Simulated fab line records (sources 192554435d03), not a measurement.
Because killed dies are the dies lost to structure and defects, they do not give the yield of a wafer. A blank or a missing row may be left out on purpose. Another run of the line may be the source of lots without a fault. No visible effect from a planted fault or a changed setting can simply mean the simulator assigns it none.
Chamber matching	flow n5-finfet	cmp-04 running N5_HKMG_FIN_CMP_94: 4 sister chambers
The step polishes, stops on SiNx, t overpolish 4.7 s, target thk 43.299 nm. 16 wafers are shown with their chamber, then 8 later ones without.

## WAFERS WITH THEIR CHAMBER
wafer	chamber	motor-current-A (A)	slurry-filter-dp-kPa (kPa)
L079.1	2	13.9	13.54
L079.3	3	11.0	13.52
L079.5	1	12.9	13.20
L080.2	2	13.4	13.56
L080.5	0	12.8	13.63
L080.6	1	12.6	13.69
L081.1	2	13.2	13.60
L081.2	0	13.4	13.49
L081.3	3	12.1	13.41
L082.1	1	13.3	13.28
L082.3	3	11.6	13.60
L082.5	1	12.5	13.64
L084.1	1	13.0	13.34
L084.3	0	13.4	13.46
L084.6	1	13.0	13.29
L088.2	1	13.0	13.78

SIGNATURES (means of the wafers above)
reading	chamber 0	chamber 1	chamber 2	chamber 3	scatter within a chamber
motor-current-A	13.200	12.900	13.500	11.567	0.359
slurry-filter-dp-kPa	13.5267	13.4600	13.5667	13.5100	0.175
Rule: a wafer's distance from a chamber is the root of the sum, over the readings, of the square of ((its reading less the chamber's mean) divided by the reading's scatter). If the next closest chamber is less than 2 further off than the closest, the wafer can't be placed; otherwise it belongs to the closest. The scatter is the square root of a quotient: the sum, over the shown wafers, of each reading's squared deviation from its chamber's mean, divided by wafers minus chambers.

## WAFERS WHOSE CHAMBER IS MISSING
wafer	motor-current-A (A)	slurry-filter-dp-kPa (kPa)
L088.3	13.4	13.50
L088.5	13.3	13.67
L090.1	11.4	13.54
L090.2	13.6	13.30
L090.3	12.8	13.49
L092.4	13.4	13.26
L092.5	13.3	13.73
L092.6	13.0	13.51

## CHAMBER TAKEN BY EACH
wafer	from the rows above	in truth
L088.3	can't be placed: 2 or 0 or 1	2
L088.5	can't be placed: 2 or 0 or 1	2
L090.1	3	3
L090.2	can't be placed: 2 or 0 or 1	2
L090.3	can't be placed: 1 or 0 or 2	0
L092.4	can't be placed: 0 or 2 or 1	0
L092.5	can't be placed: 2 or 0 or 1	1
L092.6	can't be placed: 1 or 0 or 2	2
1 of 8 placed correctly. Cannot be placed on the basis of these rows: 7; the candidates contain the true chamber in 7. 0 placed wrongly.
